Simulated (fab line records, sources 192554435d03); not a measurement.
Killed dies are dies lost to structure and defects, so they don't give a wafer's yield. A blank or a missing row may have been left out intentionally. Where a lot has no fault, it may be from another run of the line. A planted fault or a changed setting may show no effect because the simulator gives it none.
Split-lot trial	flow n5Finfet	21 wafers read from 7 lots, route of 1938 steps

== THE SPLIT ITSELF ==
At N5_MOL_CONTACT_COAG_COAT_103 (time 60 s, resist thk 80 nm), the setting spinRpm was moved away from the recipe's 1500 rpm on 4 of the 21 wafers read, by +7.0% to +8.1%. The other wafers ran this setting at the recipe's value.

== FROM THE SPLIT TO THE READING: what the file shows between them, 4 steps ==
- N5_MOL_CONTACT_COAG_COAT_104: time 60 s, resist thk 12 nm
- N5_MOL_CONTACT_COAG_COAT_58: time 60 s, resist thk 10 nm
- N5_MOL_CONTACT_COAG_ETCH_59: etches underlayer in N2/H2, target depth 13 nm, time 10.4 s
- N5_MOL_CONTACT_COAG_ETCH_105: etches SiARC in CF4, target depth 15.6 nm, time 26 s

== THE READING ==
etch.depthNm (the simulator's own value, which no gauge read), in nm, at N5_MOL_CONTACT_COAG_ETCH_106 (etches SOC in N2/H2, target depth 80 nm, overetch 16 nm, time 120 s). The file gives no usual value for it. Average 80.02 nm, standard deviation 0.27 nm, over the 17 wafers here run with the recipe.

wafer	tool, chamber at the split	spinRpm as run, rpm	against the recipe	etch.depthNm, nm	against lot-mates on the recipe
L075.1	lithoTrack-02, 0	1500	recipe	80.58	-
L075.4	lithoTrack-02, 0	1500	recipe	80.5	-
L075.6	lithoTrack-02, 0	1615	+7.7%	77.49	-3.05
L076.1	lithoTrack-05, 0	1500	recipe	80.08	-
L076.2	lithoTrack-05, 0	1500	recipe	80.21	-
L076.5	lithoTrack-05, 0	1605	+7.0%	77.18	-2.96
L084.1	lithoTrack-05, 0	1500	recipe	79.94	-
L084.5	lithoTrack-05, 0	1500	recipe	80.23	-
L084.6	lithoTrack-05, 0	1500	recipe	80.19	-
L089.3	lithoTrack-02, 0	1500	recipe	79.99	-
L089.5	lithoTrack-02, 0	1500	recipe	79.8	-
L089.6	lithoTrack-02, 0	1500	recipe	79.94	-
L094.1	lithoTrack-03, 0	1500	recipe	79.81	-
L094.4	lithoTrack-03, 0	1500	recipe	79.5	-
L094.6	lithoTrack-03, 0	1500	recipe	79.89	-
L095.4	lithoTrack-02, 0	1622	+8.1%	76.98	-3.02
L095.5	lithoTrack-02, 0	1500	recipe	80	-
L095.6	lithoTrack-02, 0	1622	+8.1%	76.81	-3.19
L097.4	lithoTrack-02, 0	1500	recipe	79.8	-
L097.5	lithoTrack-02, 0	1500	recipe	79.66	-
L097.6	lithoTrack-02, 0	1500	recipe	80.22	-

FIT RESULTS
A straight line over all 21 wafers: etch.depthNm changes by -0.375 nm for each +1% of spinRpm; r = -0.97; the points scatter about the line by 0.28 nm.
The same after taking each lot's own level away (the mean of its wafers on the recipe; 21 wafers): -0.394 nm for each +1%; r = -0.99; scatter 0.15 nm.
According to that fit, moving spinRpm by its largest amount changes the reading by 3.2 nm.
The lots' own levels span 79.733 to 80.540 nm, that is 3.0 times the standard deviation above.
Hence the lot-to-lot level has little effect on the slope; both slopes agree.
Check: -3.28 nm against its lot-mates is what the line predicts for one of the wafers moved furthest among these (+8.1%) when that wafer is left out of the fit. Against them it came out at -3.02 nm.

== THESE WAFERS: OTHER SPLITS ==
Other splits were also applied to these wafers ahead of the reading. Each is held against what the fit with the lots' levels taken away leaves over:
other split on the same wafers	wafers away from the commonest value	r with etch.depthNm (lot level and that fit taken away)
N5_HKMG_FIN_PEB_10 pebTimeS	9	+0.02
N5_GATE_CUT_ALD_22 aldCycles	6	-0.07

== THE WHOLE CHAIN: every reading that the file lists as answering this split, in the file's order ==
step	what it does	reading	change (the file's fit)	r (the file's)
N5_MOL_CONTACT_COAG_COAT_103	time 60 s, resist thk 80 nm	SOC_of_MOL_CONTACT_COAG_COAT_103.thkNm (the simulator's own value, which no gauge read)	-0.403 nm for each +1% of the setting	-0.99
N5_MOL_CONTACT_COAG_ETCH_106	etches SOC in N2/H2, target depth 80 nm, overetch 16 nm, time 120 s	etch.depthNm (the simulator's own value, which no gauge read)	-0.399 nm for each +1% of the setting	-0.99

== THE FILE'S OWN FIT ==
etch.depthNm changes by -0.399 nm for each +1% of spinRpm, r = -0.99.
